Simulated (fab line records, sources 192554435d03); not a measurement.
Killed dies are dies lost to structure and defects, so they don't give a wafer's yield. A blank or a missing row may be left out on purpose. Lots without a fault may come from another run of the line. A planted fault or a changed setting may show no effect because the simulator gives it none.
fab line records | flow n5_finfet | part 1 of 2: steps 1 to 4 of 6
record lots=20 wafers=60 last_day=18
route steps=1938 shown HKMG_FIN@464 GATE_CUT@466 MOL_CONTACT_COAG@535
lots that met no fault: from a run of the same line without faults
start_h: hours from the record's first day to the start of the lot's first wafer shown | wait_h: hours since the lot's step before | " the same as in the row above | L1.1+2: a row that stands for several wafers | - no value, or no start given | * or withheld: withheld | < > ~ a bound
route shown NAME@n: a module of which the file shows steps, and the number in the route of the first | usual: mean/standard deviation of fault-free wafers | same: alike in all rows | chamber/n: place in a boat | sites: the reading at each site | _std_site: their standard deviation | _edge_site: outer sites' mean less inner sites' | radius_mm: how far each site lies from the wafer's centre | mask NAME#n: copy n | behind: the tool/chamber that last shaped the wafer | hold: why the lot was held/for how many hours/how that ended | device: the transistor (n, p or np) that didn't switch | end of line: the same wafers' tests at the end of the route | a step without rows: its recipe alone | killed: dies lost to structure and defects at the first sort, not the wafer's yield | map: a wafer's dies, x killed, . not, _ none there
set.NAME: the setting as run; set.NAME@STEP: as run at that earlier step | model.NAME: the simulator's own value behind a step, which no gauge read
steps of the route over a sample of lots; a table a step, a row a wafer
services: from which hour (start_h, from the record's first day; less than 0 if before it) a tool's chamber was out of use, for how many hours, and why
## steps
# step N5_HKMG_FIN_INSPECT_28
# recipe inspect_instrument=darkfield mode=post_cmp
# usual raw_defect_count=43/17
# columns lot.wafer tool chamber start_h wait_h raw_defect_count
L074.2 defect_inspect-01 - 80.24 0.0 35
L074.3 " - " " 49
L074.4 " - " " 48
L075.1 defect_inspect-02 - 86.11 0.0 45
L075.4 " - " " 63
L075.6 " - " " 48
L076.2 defect_inspect-02 - 90.21 0.0 27
L076.3 " - " " 38
L076.5 " - " " 29
L077.2 defect_inspect-02 - 97.49 0.0 38
L077.4 " - " " 35
L077.5 " - " " 50
L078.2 defect_inspect-02 - 103.03 0.0 31
L078.5 " - " " 45
L078.6 " - " " 63
L079.2 defect_inspect-02 - 111.81 0.0 42
L079.4 " - " " 37
L079.6 " - " " 45
L080.4 defect_inspect-01 - 120.36 0.0 50
L080.5 " - " " 30
L080.6 " - " " 23
L081.3 defect_inspect-01 - 124.81 0.0 33
L081.5 " - " " 91
L081.6 " - " " 36
L083.1 defect_inspect-01 - 133.78 0.0 51
L083.3 " - " " 30
L083.4 " - " " 30
L085.2 defect_inspect-02 - 145.13 0.0 19
L085.4 " - " " 34
L085.6 " - " " 32
L087.1 defect_inspect-01 - 158.49 0.0 56
L087.3 " - " " 30
L087.6 " - " " 49
L088.2 defect_inspect-01 - 164.42 0.0 33
L088.3 " - " " 42
L088.6 " - " " 29
L089.1 defect_inspect-02 - 170.66 0.0 33
L089.2 " - " " 31
L089.3 " - " " 43
L091.1 defect_inspect-02 - 180.58 0.0 28
L091.2 " - " " 41
L091.6 " - " " 43
L092.4 defect_inspect-02 - 184.72 0.0 69
L092.5 " - " " 47
L092.6 " - " " 78
L093.1 defect_inspect-01 - 193.17 0.0 40
L093.5 " - " " 42
L093.6 " - " " 67
L094.3 defect_inspect-02 - 206.44 0.0 38
L094.4 " - " " 46
L094.6 " - " " 37
L095.2 defect_inspect-01 - 206.87 0.0 32
L095.3 " - " " 64
L095.6 " - " " 56
L096.1 defect_inspect-02 - 213.64 0.0 49
L096.4 " - " " 63
L096.6 " - " " 29
L097.1 defect_inspect-01 - 220.55 0.0 51
L097.2 " - " " 36
L097.4 " - " " 51
# step N5_GATE_CUT_ETCH_56
# recipe chemistry=Cl2/Ar target=TiN target_depth_a=216 pressure_mtorr=10 icp_w=600 bias_w=60 Cl2_flow_sccm=40 Ar_flow_sccm=60
# usual drypump_motor_current_A=5.9/0.4 oes_product_au=0.70/0.083 throttle_valve_pct=21.16/0.22
# columns lot.wafer tool chamber start_h wait_h drypump_motor_current_A oes_product_au rf_hours_counter_h throttle_valve_pct
L074.2 rie_metal-01 1 80.63 0.3 6.4 0.69 - 21.35
L074.3 " 1 " " 6.4 0.69 - 21.34
L074.4 " 1 " " 6.4 0.69 - 21.35
L075.1 rie_metal-01 1 86.46 0.3 6.4 0.69 89 21.35
L075.4 " 1 " " 6.4 0.68 - 21.37
L075.6 " 1 " " 6.4 0.69 - 21.36
L076.2 rie_metal-03 1 90.36 0.1 5.1 0.81 41 20.66
L076.3 " 0 " " 6.2 0.89 - 21.07
L076.5 " 0 " " 6.2 0.88 - 21.09
L077.2 rie_metal-02 0 97.64 0.1 5.9 0.64 101 21.05
L077.4 " 1 " " 5.6 0.64 - 21.31
L077.5 " 1 " " 5.6 0.65 - 21.32
L078.2 rie_metal-02 0 103.18 0.1 5.9 0.65 102 21.06
L078.5 " 1 " " 5.6 0.64 - 21.35
L078.6 " 0 " " 5.9 0.65 - 21.08
L079.2 rie_metal-01 1 112.11 0.2 6.4 0.67 - 21.39
L079.4 " 1 " " 6.4 0.68 - 21.38
L079.6 " 1 " " 6.4 0.68 - 21.37
L080.4 rie_metal-01 1 120.73 0.2 6.4 0.68 - 21.38
L080.5 " 1 " " 6.4 0.68 - 21.38
L080.6 " 1 " " 6.4 0.68 - 21.36
L081.3 rie_metal-03 1 124.99 0.1 5.2 0.80 - 20.70
L081.5 " 1 " " 5.1 0.80 - 20.70
L081.6 " 0 " " 6.2 0.88 - 21.06
L083.1 rie_metal-02 0 133.93 0.1 5.9 0.65 105 21.07
L083.3 " 1 " " 5.6 0.64 - 21.32
L083.4 " 0 " " 5.9 0.65 - 21.04
L085.2 rie_metal-01 1 145.28 0.1 6.4 0.66 99 21.38
L085.4 " 1 " " 6.4 0.66 - 21.37
L085.6 " 1 " " 6.4 0.67 - 21.38
L087.1 rie_metal-02 1 158.65 0.1 5.6 0.63 117 21.33
L087.3 " 0 " " 5.9 0.64 - 21.07
L087.6 " 0 " " 5.9 0.63 - 21.08
L088.2 rie_metal-03 1 164.58 0.1 5.1 0.79 47 20.70
L088.3 " 0 " " 6.2 0.86 - 21.09
L088.6 " 1 " " 5.1 0.80 - 20.71
L089.1 rie_metal-02 1 170.82 0.1 5.6 0.63 118 21.33
L089.2 " 0 " " 5.9 0.64 108 21.07
L089.3 " 1 " " 5.6 0.63 - 21.36
L091.1 rie_metal-03 1 180.73 0.1 5.1 0.80 49 20.70
L091.2 " 0 " " 6.2 0.86 25 21.07
L091.6 " 1 " " 5.2 0.79 - 20.68
L092.4 rie_metal-01 1 184.90 0.1 6.4 0.67 - 21.37
L092.5 " 1 " " 6.4 0.66 - 21.39
L092.6 " 0 " " 5.6 0.65 - 21.13
L093.1 rie_metal-02 0 193.32 0.1 5.9 0.65 109 21.08
L093.5 " 1 " " 5.6 0.63 - 21.34
L093.6 " 0 " " 5.9 0.64 - 21.08
L094.3 rie_metal-03 1 206.63 0.1 5.1 0.79 - 20.68
L094.4 " 0 " " 6.3 0.85 - 21.09
L094.6 " 1 " " 5.1 0.79 - 20.72
L095.2 rie_metal-02 1 207.03 0.1 5.6 0.62 122 21.35
L095.3 " 0 " " 5.9 0.64 - 21.08
L095.6 " 1 " " 5.6 0.63 - 21.34
L096.1 rie_metal-01 0 213.79 0.1 5.6 0.64 113 21.13
L096.4 " 0 " " 5.6 0.64 - 21.13
L096.6 " 0 " " 5.5 0.64 - 21.12
L097.1 rie_metal-02 1 220.75 0.1 5.6 0.63 122 21.33
L097.2 " 0 " " 5.9 0.64 112 21.10
L097.4 " 1 " " 5.6 0.63 - 21.35
# step N5_GATE_CUT_HM_OPEN_40
# recipe chemistry=C4F6/O2 target=SiO2 mask_material=SiARC target_depth_a=1390 time_s=85.1 ion_energy_ev=250 pressure_mtorr=30 source_w=345 bias_w=185 Ar_flow_sccm=300 C4F6_flow_sccm=10 O2_flow_sccm=10 ends=cleared
# usual drypump_motor_current_A=5.62/0.29 etch_rf_on_time_s=94.0/2 oes_f_703_au=0.77/0.072 oes_product_au=0.69/0.067 rf_vpp_V=667/10 showerhead_plenum_p_Torr=2.88/0.063 throttle_valve_pct=20.92/0.2
# columns lot.wafer tool chamber start_h wait_h drypump_motor_current_A etch_rf_on_time_s oes_f_703_au oes_product_au rf_hours_counter_h rf_vpp_V showerhead_plenum_p_Torr throttle_valve_pct
L074.2 rie_diel-05 0 84.69 0.0 6.01 91.2 0.77 0.70 140 672 3.00 20.89
L074.3 " 3 " " 5.56 91.8 0.74 0.66 189 662 2.82 21.10
L074.4 " 2 " " 5.56 92.7 0.91 0.81 24 682 2.91 20.90
L075.1 rie_diel-05 2 90.95 0.0 5.56 92.2 0.91 0.80 26 679 2.91 20.90
L075.4 " 3 " " 5.54 95.6 0.73 0.65 191 661 2.82 21.12
L075.6 " 2 " " 5.57 94.3 0.90 0.81 - 679 2.91 20.90
L076.2 rie_diel-06 2 94.24 0.0 5.56 94.0 0.74 0.66 165 650 2.85 21.04
L076.3 " 1 " " 5.27 93.4 0.68 0.62 243 659 2.94 21.09
L076.5 " 2 " " 5.56 94.8 0.74 0.67 - 652 2.85 21.06
L077.2 rie_diel-01 2 101.36 0.0 5.27 95.3 0.71 0.63 203 669 2.83 20.86
L077.4 " 3 " " 5.74 94.7 0.76 0.69 170 679 2.95 20.65
L077.5 " 1 " " 5.97 94.2 0.73 0.65 - 673 2.92 21.18
L078.2 rie_diel-06 1 107.66 0.0 5.29 97.3 0.67 0.61 246 658 2.94 21.10
L078.5 " 2 " " 5.55 98.9 0.74 0.66 - 650 2.85 21.05
L078.6 " 1 " " 5.31 98.6 0.68 0.61 - 659 2.94 21.08
L079.2 rie_diel-01 2 116.51 0.0 5.27 92.8 0.70 0.62 209 667 2.83 20.88
L079.4 " 1 " " 5.94 95.1 0.72 0.64 208 672 2.91 21.17
L079.6 " 0 " " 6.10 97.5 0.69 0.60 - 656 2.89 21.09
L080.4 rie_diel-01 2 124.90 0.0 5.26 94.1 0.70 0.62 211 665 2.83 20.88
L080.5 " 1 " " 5.94 95.7 0.72 0.65 - 672 2.91 21.18
L080.6 " 0 " " 6.10 98.4 0.68 0.60 - 657 2.89 21.12
L081.3 rie_diel-05 0 129.00 0.0 6.03 94.4 0.77 0.69 152 672 2.99 20.92
L081.5 " 1 " " 5.26 91.6 0.85 0.76 - 680 2.85 20.52
L081.6 " 0 " " 6.07 93.8 0.76 0.69 - 672 2.99 20.92
L083.1 rie_diel-06 2 137.69 0.0 5.57 93.7 0.73 0.65 179 650 2.84 21.07
L083.3 " 0 " " 5.82 93.3 0.72 0.67 156 661 2.96 20.97
L083.4 " 3 " " 5.31 92.8 0.86 0.78 - 654 2.78 20.89
L085.2 rie_diel-06 0 148.99 0.0 5.85 94.6 0.72 0.67 161 661 2.95 20.96
L085.4 " 3 " " 5.29 92.9 0.86 0.77 - 656 2.78 20.90
L085.6 " 0 " " 5.84 97.3 0.72 0.66 - 662 2.95 20.94
L087.1 rie_diel-05 2 162.99 0.0 5.58 91.1 0.86 0.77 46 679 2.90 20.94
L087.3 " 0 " " 6.08 90.6 0.76 0.69 162 672 2.99 20.93
L087.6 " 0 " " 6.06 94.3 0.75 0.67 - 673 2.99 20.92
L088.2 rie_diel-01 0 168.44 0.0 6.11 95.6 0.93 0.82 8 656 2.88 20.74
L088.3 " 1 " " 5.96 94.0 0.72 0.63 226 672 2.91 21.20
L088.6 " 1 " " 5.95 96.8 0.71 0.62 - 672 2.91 21.22
L089.1 rie_diel-05 2 175.22 0.0 5.56 93.5 0.86 0.78 49 679 2.90 20.94
L089.2 " 0 " " 6.05 91.6 0.75 0.68 164 673 2.98 20.92
L089.3 " 1 " " 5.29 92.2 0.84 0.74 84 681 2.84 20.53
L091.1 rie_diel-06 0 184.54 0.0 5.81 96.6 0.71 0.65 175 662 2.95 20.97
L091.2 " 2 " " 5.57 94.1 0.72 0.64 191 651 2.83 21.08
L091.6 " 2 " " 5.54 96.8 0.72 0.65 - 649 2.83 21.10
L092.4 rie_diel-05 1 188.91 0.0 5.26 93.1 0.84 0.74 89 681 2.84 20.54
L092.5 " 2 " " 5.56 93.0 0.85 0.78 - 679 2.90 20.95
L092.6 " 3 " " 5.56 95.1 0.71 0.63 - 661 2.81 21.16
L093.1 rie_diel-01 2 197.05 0.0 5.25 92.3 0.68 0.61 236 666 2.82 20.91
L093.5 " 2 " " 5.26 93.9 0.69 0.61 - 666 2.82 20.93
L093.6 " 3 " " 5.75 94.7 0.73 0.68 - 677 2.94 20.69
L094.3 rie_diel-05 0 210.54 0.0 6.03 93.9 0.75 0.66 175 672 2.98 20.94
L094.4 " 2 " " 5.57 94.9 0.85 0.76 61 678 2.89 20.96
L094.6 " 2 " " 5.56 95.8 0.85 0.75 - 680 2.89 20.96
L095.2 rie_diel-06 1 211.00 0.0 5.29 95.8 0.94 0.86 7 659 2.93 20.67
L095.3 " 0 " " 5.83 96.6 0.70 0.65 186 661 2.94 21.01
L095.6 " 2 " " 5.55 96.3 0.71 0.63 - 649 2.83 21.11
L096.1 rie_diel-05 0 217.92 0.0 6.02 92.3 0.75 0.67 177 672 2.98 20.95
L096.4 " 3 " " 5.54 95.9 0.71 0.62 227 659 2.81 21.15
L096.6 " 0 " " 6.03 92.8 0.75 0.67 - 671 2.98 20.95
L097.1 rie_diel-05 3 224.64 0.0 5.55 92.8 0.71 0.62 228 661 2.81 21.15
L097.2 " 2 " " 5.57 91.2 0.85 0.76 65 680 2.89 20.97
L097.4 " 1 " " 5.31 92.6 0.82 0.72 100 681 2.84 20.55
# step N5_GATE_CUT_STRIP_41
# recipe chemistry=CF4 resist=SiARC power_w=300 bias_power_w=75 pressure_mtorr=50 cf4_flow_sccm=150 rf_frequency_hz=6e+07
# usual drypump_motor_current_A=5.61/0.29 oes_product_au=0.177/0.016 power_w=300.0/0.82 rf_vpp_V=271.6/1.2 showerhead_plenum_p_Torr=1.82/0.039 throttle_valve_pct=13.62/0.22
# columns lot.wafer tool chamber start_h wait_h drypump_motor_current_A oes_product_au power_w rf_hours_counter_h rf_vpp_V showerhead_plenum_p_Torr throttle_valve_pct
L074.2 rie_diel-05 0 84.75 0.0 6.01 0.184 300.3 140 272.6 1.87 13.43
L074.3 " 3 " " 5.54 0.170 300.8 189 271.3 1.78 13.84
L074.4 " 2 " " 5.55 0.207 300.7 24 272.4 1.83 13.40
L075.1 rie_diel-05 2 91.01 0.0 5.53 0.210 300.1 26 272.5 1.83 13.40
L075.4 " 3 " " 5.53 0.165 300.9 191 269.7 1.78 13.83
L075.6 " 2 " " 5.55 0.208 299.2 - 272.1 1.83 13.41
L076.2 rie_diel-06 2 94.30 0.0 5.56 0.174 300.2 165 271.8 1.78 13.69
L076.3 " 1 " " 5.25 0.158 300.0 243 273.1 1.85 13.79
L076.5 " 2 " " 5.55 0.167 300.2 - 272.2 1.78 13.70
L077.2 rie_diel-01 2 101.42 0.0 5.27 0.161 301.0 203 272.7 1.78 13.58
L077.4 " 3 " " 5.76 0.175 300.1 170 273.7 1.86 13.42
L077.5 " 1 " " 5.97 0.170 300.2 - 273.0 1.86 14.00
L078.2 rie_diel-06 1 107.72 0.0 5.26 0.159 300.2 246 270.9 1.85 13.78
L078.5 " 2 " " 5.56 0.175 301.3 - 271.1 1.78 13.70
L078.6 " 1 " " 5.28 0.152 301.0 - 271.4 1.85 13.80
L079.2 rie_diel-01 2 116.58 0.0 5.26 0.160 300.3 209 270.6 1.78 13.60
L079.4 " 1 " " 5.94 0.168 300.8 208 273.2 1.86 14.02
L079.6 " 0 " " 6.11 0.156 301.3 - 272.5 1.85 14.01
L080.4 rie_diel-01 2 124.97 0.0 5.25 0.165 299.6 211 270.8 1.78 13.60
L080.5 " 1 " " 5.93 0.166 299.4 - 270.9 1.86 14.02
L080.6 " 0 " " 6.07 0.158 299.8 - 272.3 1.85 14.01
L081.3 rie_diel-05 0 129.07 0.0 6.01 0.173 300.8 152 273.7 1.87 13.46
L081.5 " 1 " " 5.29 0.193 300.8 - 271.1 1.82 13.31
L081.6 " 0 " " 5.99 0.175 301.6 - 272.8 1.87 13.47
L083.1 rie_diel-06 2 137.75 0.0 5.55 0.167 299.6 179 271.1 1.78 13.74
L083.3 " 0 " " 5.83 0.175 300.1 156 273.3 1.86 13.63
L083.4 " 3 " " 5.27 0.193 300.3 - 271.2 1.75 13.46
L085.2 rie_diel-06 0 149.06 0.0 5.83 0.166 300.4 161 272.8 1.86 13.65
L085.4 " 3 " " 5.35 0.195 299.4 - 270.7 1.75 13.46
L085.6 " 0 " " 5.82 0.171 300.7 - 270.5 1.86 13.64
L087.1 rie_diel-05 2 163.06 0.0 5.55 0.196 300.7 46 270.6 1.82 13.45
L087.3 " 0 " " 6.02 0.176 299.3 162 272.4 1.87 13.49
L087.6 " 0 " " 6.01 0.177 300.2 - 272.5 1.87 13.48
L088.2 rie_diel-01 0 168.50 0.0 6.09 0.214 299.4 8 272.0 1.85 13.49
L088.3 " 1 " " 5.95 0.162 299.2 226 272.3 1.85 14.03
L088.6 " 1 " " 5.93 0.162 300.5 - 273.5 1.85 14.05
L089.1 rie_diel-05 2 175.29 0.0 5.55 0.193 298.1 49 271.6 1.82 13.48
L089.2 " 0 " " 6.03 0.172 299.4 164 271.3 1.87 13.49
L089.3 " 1 " " 5.27 0.180 298.7 84 272.0 1.81 13.35
L091.1 rie_diel-06 0 184.61 0.0 5.82 0.170 300.4 175 272.0 1.86 13.68
L091.2 " 2 " " 5.55 0.160 300.5 191 271.6 1.78 13.76
L091.6 " 2 " " 5.54 0.171 300.7 - 269.5 1.78 13.76
L092.4 rie_diel-05 1 188.98 0.0 5.25 0.189 302.1 89 271.3 1.81 13.35
L092.5 " 2 " " 5.55 0.194 301.3 - 272.3 1.82 13.48
L092.6 " 3 " " 5.53 0.165 298.8 - 271.7 1.78 13.89
L093.1 rie_diel-01 2 197.11 0.0 5.26 0.153 299.4 236 270.2 1.77 13.67
L093.5 " 2 " " 5.25 0.151 299.5 - 267.8 1.77 13.67
L093.6 " 3 " " 5.75 0.165 299.4 - 272.7 1.85 13.49
L094.3 rie_diel-05 0 210.61 0.0 6.03 0.171 298.7 175 271.9 1.86 13.52
L094.4 " 2 " " 5.56 0.199 299.7 61 274.2 1.82 13.49
L094.6 " 2 " " 5.57 0.191 300.5 - 270.3 1.82 13.49
L095.2 rie_diel-06 1 211.06 0.0 5.28 0.215 299.0 7 271.2 1.85 13.22
L095.3 " 0 " " 5.82 0.166 300.3 186 271.4 1.85 13.70
L095.6 " 2 " " 5.55 0.165 299.7 - 270.9 1.77 13.78
L096.1 rie_diel-05 0 217.98 0.0 6.05 0.170 299.9 177 272.6 1.86 13.51
L096.4 " 3 " " 5.53 0.162 298.9 227 269.8 1.77 13.94
L096.6 " 0 " " 6.03 0.170 299.9 - 272.2 1.86 13.52
L097.1 rie_diel-05 3 224.70 0.0 5.54 0.159 298.6 228 269.7 1.77 13.92
L097.2 " 2 " " 5.56 0.191 299.9 65 272.0 1.81 13.50
L097.4 " 1 " " 5.30 0.179 300.2 100 271.9 1.81 13.38
